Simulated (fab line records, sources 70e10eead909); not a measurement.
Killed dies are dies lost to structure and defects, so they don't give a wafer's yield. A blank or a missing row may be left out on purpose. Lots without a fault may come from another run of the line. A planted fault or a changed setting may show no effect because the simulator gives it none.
Chamber matching | flow nand_harc | NHARC_A_SGD_CUT_ETCHBACK_24 on rie_diel-01: 4 sister chambers
The step etches the open film in CH3F/O2, target depth 50 nm, time 92.857 s. 18 wafers are shown with their chamber, then 9 later ones without.

WAFERS WITH THEIR CHAMBER
wafer  | chamber | drypump_motor_current_A (A) | rf_vpp_V (V) | throttle_valve_pct (%)
L074.1 | 3       | 5.7                         | 243.8        | 20.657
L074.5 | 1       | 6.4                         | 244.0        | 20.654
L074.6 | 2       | 6.0                         | 245.9        | 20.680
L078.1 | 0       | 6.0                         | 246.2        | 20.671
L078.3 | 2       | 6.0                         | 246.1        | 20.664
L078.6 | 2       | 6.0                         | 246.4        | 20.651
L075.1 | 3       | 5.7                         | 243.6        | 20.659
L075.2 | 0       | 6.0                         | 244.4        | 20.663
L075.5 | 3       | 5.7                         | 241.8        | 20.671
L084.2 | 3       | 5.7                         | 244.2        | 20.656
L084.4 | 2       | 6.0                         | 247.9        | 20.655
L084.5 | 3       | 5.7                         | 244.8        | 20.661
L081.2 | 0       | 6.0                         | 245.0        | 20.648
L081.3 | 1       | 6.5                         | 242.7        | 20.645
L081.6 | 1       | 6.4                         | 240.4        | 20.660
L087.1 | 1       | 6.4                         | 242.3        | 20.652
L087.2 | 2       | 6.0                         | 246.8        | 20.666
L087.6 | 0       | 6.0                         | 245.2        | 20.648

SIGNATURES (means of the wafers above)
reading                 | chamber 0 | chamber 1 | chamber 2 | chamber 3 | scatter within a chamber
drypump_motor_current_A | 6.000     | 6.425     | 6.000     | 5.700     | 0.0231
rf_vpp_V                | 245.200   | 242.350   | 246.620   | 243.640   | 1.07
throttle_valve_pct      | 20.65750  | 20.65275  | 20.66320  | 20.66080  | 0.0091
Rule: a wafer's distance from a chamber is the root of the sum, over the readings, of the square of ((its reading less the chamber's mean) divided by the reading's scatter). The wafer belongs to the nearest chamber; if the next one is less than 2 further off, it can't be placed. The scatter: the root of (the sum of the squares of (reading less its chamber's mean) over the shown wafers, divided by (wafers less chambers)).

WAFERS WITHOUT THEIR CHAMBER
wafer  | drypump_motor_current_A (A) | rf_vpp_V (V) | throttle_valve_pct (%)
L089.2 | 5.7                         | 243.4        | 20.664
L089.4 | 6.4                         | 243.1        | 20.666
L089.5 | 5.7                         | 243.2        | 20.671
L092.1 | 6.4                         | 242.9        | 20.666
L092.2 | 5.8                         | 243.9        | 20.647
L092.6 | 6.0                         | 245.1        | 20.677
L086.1 | 6.4                         | 242.7        | 20.669
L086.3 | 6.0                         | 245.5        | 20.665
L086.5 | 6.0                         | 247.2        | 20.665

WHICH CHAMBER EACH WENT THROUGH
wafer  | from the rows above     | in truth
L089.2 | 3                       | 3
L089.4 | 1                       | 1
L089.5 | 3                       | 3
L092.1 | 1                       | 1
L092.2 | 3                       | 3
L092.6 | can't be placed: 2 or 0 | 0
L086.1 | 1                       | 1
L086.3 | can't be placed: 0 or 2 | 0
L086.5 | can't be placed: 2 or 0 | 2
Placed correctly: 6 of 9. Can't be placed from these rows: 3 (the true chamber is among the candidates in 3). Placed wrongly: 0.
